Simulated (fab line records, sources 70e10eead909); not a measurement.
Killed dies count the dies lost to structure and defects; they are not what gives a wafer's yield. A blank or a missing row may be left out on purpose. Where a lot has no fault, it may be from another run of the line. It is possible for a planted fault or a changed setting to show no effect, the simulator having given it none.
A single fault, viewed from 2 desks	flow nand harc	every desk sees just its own numbers, and what lay behind them comes last

## FOR THE TOOL OWNER'S DESK: rie diel-03
The tool's own readings at NHARC_A_CONTACT_ETCH_89 (etches the open film in N2/H2, target depth 260 nm, time 475.3 s): means of the sampled wafers that have a number, for each lot that ran on this tool. If a lot's mean is further than 4 standard deviations from the usual mean, the lot is out of limits and carries the mark OUT (the distance appears in the brackets).
Columns: A = drypump motor current A at NHARC_A_CONTACT_ETCH_89, usual 5.8 A; B = oes product au at NHARC_A_CONTACT_ETCH_89, usual 1.000 a.u.; C = rf vpp V at NHARC_A_CONTACT_ETCH_89, usual 431 V; D = run length s at NHARC_A_CONTACT_ETCH_89, usual 496.7 s; E = showerhead plenum p Torr at NHARC_A_CONTACT_ETCH_89, usual 2.04 Torr; F = throttle valve pct at NHARC_A_CONTACT_ETCH_89, usual 14.170 %
lot	first seen here	A	B	C	D	E	F
L623	day 22 14:41	5.9	0.999	431	496.7	2.00	14.175
L633	day 27 07:57	5.8	0.993	429	451.7 (-99 or more) OUT	2.00	14.185
L639	day 29 18:14	5.8	0.992	432	496.6	2.11	14.175
L641	day 29 19:31	5.8	1.000	431	496.9	2.05	14.172
L642	day 31 01:50	5.8	0.995	430	496.7	2.05	14.166
L643	day 31 11:10	5.9	0.997	431	496.5	2.05	14.163
L644	day 32 17:20	5.9	1.008	429	496.7	1.99	14.177
Finding of this desk: L633 out of limits; the first was L633 at day 27 07:57, on run length s at NHARC_A_CONTACT_ETCH_89. Within limits: L623, L639, L641, L642, L643, L644.

## THE METROLOGY DESK
Lot by lot, what the gauges showed, no matter which tool ran the lot: averages of those sampled wafers that carry a number. If a lot's mean is further than 4 standard deviations from the usual mean, the lot is out of limits and carries the mark OUT (the distance appears in the brackets).
Columns: A = cd nm at NHARC_A_CONTACT_CD_MEAS_08, usual 199.8 nm
lot	first seen here	A
L622	day 22 12:13	199.8
L623	day 22 14:20	199.5
L633	day 27 07:35	200.2
L639	day 29 17:53	199.6
L641	day 29 19:09	199.6
L640	day 29 23:05	199.2
L642	day 31 01:19	199.8
L643	day 31 10:49	200.0
L645	day 31 23:12	200.2
L644	day 32 16:52	199.7
This desk's verdict: no lot among the 10 shows anything out of limits.

## BROUGHT TOGETHER
On L633, at day 27 07:57, an alarm was possible from the tool owner's desk.
At the metrology desk, nothing out of limits was observed.
The metrology desk has L633 on record, within its limits.
The lots listed all ran NHARC_A_CONTACT_ETCH_89 on rie diel-03.

## WHAT HAD BEEN PUT IN BY THE SIMULATOR
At NHARC_A_CONTACT_ETCH_89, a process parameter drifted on rie diel-03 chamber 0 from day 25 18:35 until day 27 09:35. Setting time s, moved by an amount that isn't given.
Lots struck among those shown: L633.
Hours from the fault's start to each desk's first reading out of limits: the tool owner's desk, 37.
